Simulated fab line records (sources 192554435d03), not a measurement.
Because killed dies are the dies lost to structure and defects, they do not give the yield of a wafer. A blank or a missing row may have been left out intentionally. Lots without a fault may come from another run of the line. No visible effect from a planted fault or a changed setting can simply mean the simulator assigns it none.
fab line records	flow n5Finfet
record: lots: 6	wafers: 18	lastDay: 19
route steps=1938 shown BEOL_M12@1654 BEOL_M13@1659
lots with no fault: from the same line, run without faults
startH: hours from the record's first day to the start of the lot's first wafer shown	waitH: hours elapsed since this lot's preceding step	" the same as in the row above	L1.1+2: several wafers, shown together as one row	- no value, or no start given	* or withheld: withheld	< > ~ a bound
route shown NAME@n: names a module that has steps shown in the file, with the first one's number in the route	usual: the fault-free wafers' mean and standard deviation	same: alike in all rows	chamber/n: place in a boat	sites: per-site readings	_std_site: standard deviation across them	_edge_site: mean of outer sites minus mean of inner sites	radiusMm: how far each site lies from the wafer's centre	mask NAME#n: copy n	behind: the tool/chamber that last shaped the wafer	hold: reason for holding the lot/hours on hold/outcome of the hold	device: whichever transistor did not switch (one of n, p or np)	end of line: the route-end tests of the same wafers	a step given without rows: its recipe and nothing more	killed: not the wafer's yield, but the dies lost to structure and defects at the first sort	map: the dies of a wafer, with x for killed, . for not killed, _ for no die there
set.NAME: the run value of the setting; set.NAME@STEP: its run value at that earlier step	model.NAME: the simulator's own value behind a step, which no gauge read
lots at selected steps of the route; one table per step, one row per wafer
services: the hour from which a tool's chamber was out of use, counted from the record's first day as startH (under 0 if before that day), plus the number of hours and why
== steps ==
step: N5_BEOL_M12_THK_MEAS_50
recipe: thkMeasGauge: xrf	reads: Cu_of_BEOL_M12_ECD_47
usual: M12_THK: 321/4.9
lot.wafer	tool	chamber	startH	waitH	M12_THK[nm]
L346.2	filmMetro-02	-	285.76	-	327
L346.4	"	-	"	"	316
L346.6	"	-	"	"	317
L354.2	filmMetro-01	-	326.44	-	319
L354.3	"	-	"	"	315
L354.5	"	-	"	"	315
L355.3	filmMetro-02	-	331.31	-	321
L355.4	"	-	"	"	317
L355.6	"	-	"	"	323
L364.1	filmMetro-01	-	389.84	-	319
L364.4	"	-	"	"	323
L364.6	"	-	"	"	320
L367.2	filmMetro-01	-	395.72	-	323
L367.5	"	-	"	"	322
L367.6	"	-	"	"	323
L369.2	filmMetro-01	-	415.00	-	320
L369.4	"	-	"	"	314
L369.5	"	-	"	"	318
step: N5_BEOL_M12_PRE_CLEAN_52
recipe: gas: NH3	timeS: 15	tempC: withheld	rfPowerW: 300
step: N5_BEOL_M12_DEP_53
recipe: material: SiCN	targetThkA: 300	tempC: withheld	precursor: 3MS/NH3	pressureTorr: 3	rfW: 675	timeS: 10.5
usual: showerheadPlenumPTorr: 4.150/0.024	throttleValvePct: 18.5/1
lot.wafer	tool	chamber	startH	waitH	showerheadPlenumPTorr	throttleValvePct
L346.2	pecvd-03	0	285.83	0.0	4.170	20.4
L346.4	"	1	"	"	4.158	19.7
L346.6	"	2	"	"	4.176	17.2
L354.2	pecvd-02	1	326.50	0.0	4.133	19.6
L354.3	"	2	"	"	4.111	17.5
L354.5	"	0	"	"	4.176	19.2
L355.3	pecvd-04	1	331.37	0.0	4.171	18.9
L355.4	"	0	"	"	4.169	18.1
L355.6	"	2	"	"	4.117	17.5
L364.1	pecvd-04	2	389.91	0.0	4.101	17.2
L364.4	"	2	"	"	4.113	17.7
L364.6	"	0	"	"	4.156	18.4
L367.2	pecvd-02	2	395.79	0.0	4.119	17.8
L367.5	"	0	"	"	4.179	19.3
L367.6	"	1	"	"	4.142	19.5
L369.2	pecvd-04	1	415.06	0.0	4.163	16.3
L369.4	"	0	"	"	4.164	18.2
L369.5	"	1	"	"	4.159	16.3
step: N5_BEOL_M12_RS_MEAS_54
recipe: thkMeasGauge: four-point-probe	reads: Cu_of_BEOL_M12_ECD_47+Ta_of_BEOL_M12_SPUTTER_44+TaN_of_BEOL_M12_SPUTTER_43
usual: M12_RS: 0.0601/0.0007
lot.wafer	tool	chamber	startH	waitH	M12_RS[ohm/sq]
L346.2	filmMetro-01	-	285.89	0.0	0.0590
L346.4	"	-	"	"	0.0609
L346.6	"	-	"	"	0.0608
L354.2	filmMetro-01	-	326.56	0.0	0.0601
L354.3	"	-	"	"	0.0606
L354.5	"	-	"	"	0.0610
L355.3	filmMetro-01	-	331.44	0.0	0.0606
L355.4	"	-	"	"	0.0610
L355.6	"	-	"	"	0.0603
L364.1	filmMetro-02	-	389.99	0.1	0.0603
L364.4	"	-	"	"	0.0593
L364.6	"	-	"	"	0.0603
L367.2	filmMetro-02	-	395.85	0.0	0.0601
L367.5	"	-	"	"	0.0600
L367.6	"	-	"	"	0.0601
L369.2	filmMetro-02	-	415.13	0.1	0.0602
L369.4	"	-	"	"	0.0609
L369.5	"	-	"	"	0.0603
step: N5_BEOL_M12_INSPECT_55
recipe: inspectInstrument: darkfield	mode: postDep
usual: rawDefectCount: 67/24
lot.wafer	tool	chamber	startH	waitH	rawDefectCount
L346.2	defectInspect-01	-	285.92	0.0	59
L346.4	"	-	"	"	77
L346.6	"	-	"	"	123
L354.2	defectInspect-01	-	326.59	0.0	108
L354.3	"	-	"	"	84
L354.5	"	-	"	"	84
L355.3	defectInspect-02	-	331.46	0.0	28
L355.4	"	-	"	"	34
L355.6	"	-	"	"	52
L364.1	defectInspect-01	-	390.02	0.0	54
L364.4	"	-	"	"	51
L364.6	"	-	"	"	56
L367.2	defectInspect-02	-	395.88	0.0	76
L367.5	"	-	"	"	103
L367.6	"	-	"	"	98
L369.2	defectInspect-02	-	415.15	0.0	50
L369.4	"	-	"	"	52
L369.5	"	-	"	"	31
step: N5_BEOL_M13_ILD_DEP_00
recipe: material: SiOC	targetThkA: 8379.2	tempC: 350	precursor: DEMS/O2	pressureTorr: 5	rfW: 500	timeS: 166.4
usual: heaterPowerW: 462/53	showerheadPlenumPTorr: 5.693/0.016	susceptorTempC: 350.02/0.22	throttleValvePct: 12.1/0.83
lot.wafer	tool	chamber	startH	waitH	heaterPowerW	showerheadPlenumPTorr	susceptorTempC	throttleValvePct
L346.2	pecvd-04	0	285.95	0.0	566	5.703	349.69	11.8
L346.4	"	0	"	"	456	5.697	349.92	12.1
L346.6	"	2	"	"	505	5.671	349.91	11.5
L354.2	pecvd-04	2	326.63	0.0	505	5.664	350.05	11.5
L354.3	"	1	"	"	466	5.696	350.30	12.5
L354.5	"	1	"	"	364	5.695	349.86	12.6
L355.3	pecvd-01	1	331.50	0.0	401	5.693	349.92	11.1
L355.4	"	2	"	"	413	5.704	350.31	10.9
L355.6	"	0	"	"	428	5.728	349.94	11.8
L364.1	pecvd-03	2	390.06	0.0	426	5.707	350.03	11.3
L364.4	"	0	"	"	554	5.705	350.16	13.6
L364.6	"	1	"	"	418	5.680	350.04	13.1
L367.2	pecvd-04	2	395.91	0.0	496	5.677	349.84	11.5
L367.5	"	2	"	"	450	5.670	350.20	11.5
L367.6	"	0	"	"	464	5.692	349.87	12.0
L369.2	pecvd-01	1	415.19	0.0	415	5.698	350.11	11.1
L369.4	"	1	"	"	433	5.683	350.18	11.3
L369.5	"	0	"	"	375	5.716	349.73	11.8
step: N5_BEOL_M13_THK_MEAS_01
recipe: reads: SiOC_of_BEOL_M13_ILD_DEP_00
usual: M13_ILD_THK: 844/10
lot.wafer	tool	chamber	startH	waitH	M13_ILD_THK[nm]
L346.2	filmMetro-02	-	286.10	0.1	842
L346.4	"	-	"	"	850
L346.6	"	-	"	"	847
L354.2	filmMetro-01	-	326.79	0.1	841
L354.3	"	-	"	"	854
L354.5	"	-	"	"	861
L355.3	filmMetro-02	-	331.65	0.1	843
L355.4	"	-	"	"	839
L355.6	"	-	"	"	841
L364.1	filmMetro-02	-	390.21	0.1	847
L364.4	"	-	"	"	851
L364.6	"	-	"	"	851
L367.2	filmMetro-02	-	396.12	0.2	829
L367.5	"	-	"	"	847
L367.6	"	-	"	"	851
L369.2	filmMetro-01	-	415.34	0.1	841
L369.4	"	-	"	"	862
L369.5	"	-	"	"	838
step: N5_BEOL_M13_COAT_58
recipe: resist: BARC	tempC: 205	timeS: 60	spinRpm: 1500	resistThkNm: 89
step: N5_BEOL_M13_COAT_04
recipe: spinRpm: 1625	resistThkNm: 400
step: N5_BEOL_M13_EBR_06
recipe: solvent: PGMEA	ebrWidthMm: 1.5
step: N5_BEOL_M13_SOFTBAKE_05
recipe: tempC: 130	timeS: 60
step: N5_BEOL_M13_EXPOSE_07
recipe: maskId: V12	na: 0.93	sourceShape: conventional	sigmaOuter: 0.6	polarization: unpolarized	attpsmPhaseDeg: 180	doseMj: 24.8
step: N5_BEOL_M13_PEB_08
recipe: pebTempC: 130	pebTimeS: 90
usual: chillPlateTempC: 23.01/0.11	exhaustPa: 45.0/0.99	heaterPowerTotalW: 172.5/0.85
lot.wafer	tool	chamber	startH	waitH	chillPlateTempC	exhaustPa	heaterPowerTotalW
L346.2	lithoTrack-05	0	286.29	0.0	23.17	43.2	173.9
L346.4	"	0	"	"	23.04	43.6	172.0
L346.6	"	0	"	"	23.12	44.7	171.5
L354.2	lithoTrack-05	-	327.10	0.0	-	-	-
L354.3	"	-	"	"	-	-	-
L354.5	"	-	"	"	-	-	-
L355.3	lithoTrack-01	-	331.96	0.0	-	-	-
L355.4	"	-	"	"	-	-	-
L355.6	"	-	"	"	-	-	-
L364.1	lithoTrack-03	0	390.52	0.1	23.08	44.8	172.3
L364.4	"	0	"	"	23.07	45.5	172.0
L364.6	"	0	"	"	22.98	44.0	171.7
L367.2	lithoTrack-03	0	396.44	0.0	23.02	45.6	171.0
L367.5	"	0	"	"	23.07	45.4	171.4
L367.6	"	0	"	"	23.03	45.8	173.2
L369.2	lithoTrack-05	0	415.65	0.0	22.89	45.5	171.7
L369.4	"	0	"	"	22.97	44.9	173.1
L369.5	"	0	"	"	23.04	44.6	173.9
step: N5_BEOL_M13_DEVELOP_09
recipe: developTimeS: 45	rinseLiquid: diw	dry: airSpin	devTempC: 21
== services ==
tool	chamber	startH	hours	kind
lithoTrack-03	-	264.18	-	consumableReplace:filter
pecvd-01	1	292.97	3.6	repair
pecvd-04	0	292.97	2.1	scheduledDown
pecvd-01	-	297.04	28.1	pm
lithoTrack-05	-	321.09	-	consumableReplace:filter
pecvd-03	-	331.36	0.6	repair
pecvd-03	2	335.42	2.1	scheduledDown
pecvd-01	1	343.82	5.5	scheduledDown
lithoTrack-01	-	345.96	-	consumableReplace:filter
pecvd-03	1	354.73	2.1	scheduledDown
pecvd-02	-	376.57	1.0	repair
pecvd-01	-	377.41	1.3	repair
pecvd-04	1	383.62	-	clean
pecvd-04	1	383.62	-	consumableReplace:showerhead
pecvd-04	1	383.62	29.0	scheduledDown
pecvd-04	1	383.62	29.0	ventCycle
pecvd-01	0	394.90	-	calibration
lithoTrack-01	-	403.05	-	consumableReplace:filter
== key ==
firstSign: step: N5_BEOL_M13_PEB_08	reading: toolRecord	direction: missing
effect none on later readings
metAt N5_BEOL_M13_PEB_08
struckWafers L354.2,L354.3,L354.5,L355.3,L355.4,L355.6
laterRowsLeftOut L354.2,L354.3,L354.5,L355.3,L355.4,L355.6
sortLeftOut L354.2,L354.3,L354.5,L355.3,L355.4,L355.6
onsetBetween 286.29 327.10
fault: kind: skippedStepWhole	tool: lithoTrack-01,lithoTrack-05	chamber: -	onsetH: 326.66	steps: N5_BEOL_M13_PEB_08	scope: struckLotsOnly
sortLeftOut: the simulated sort isn't trusted on such a fault, so these wafers' sort isn't shown, and their yield isn't known
laterRowsLeftOut: the simulator's readings of these wafers behind a module that went badly wrong aren't trusted and aren't shown, but for the sort
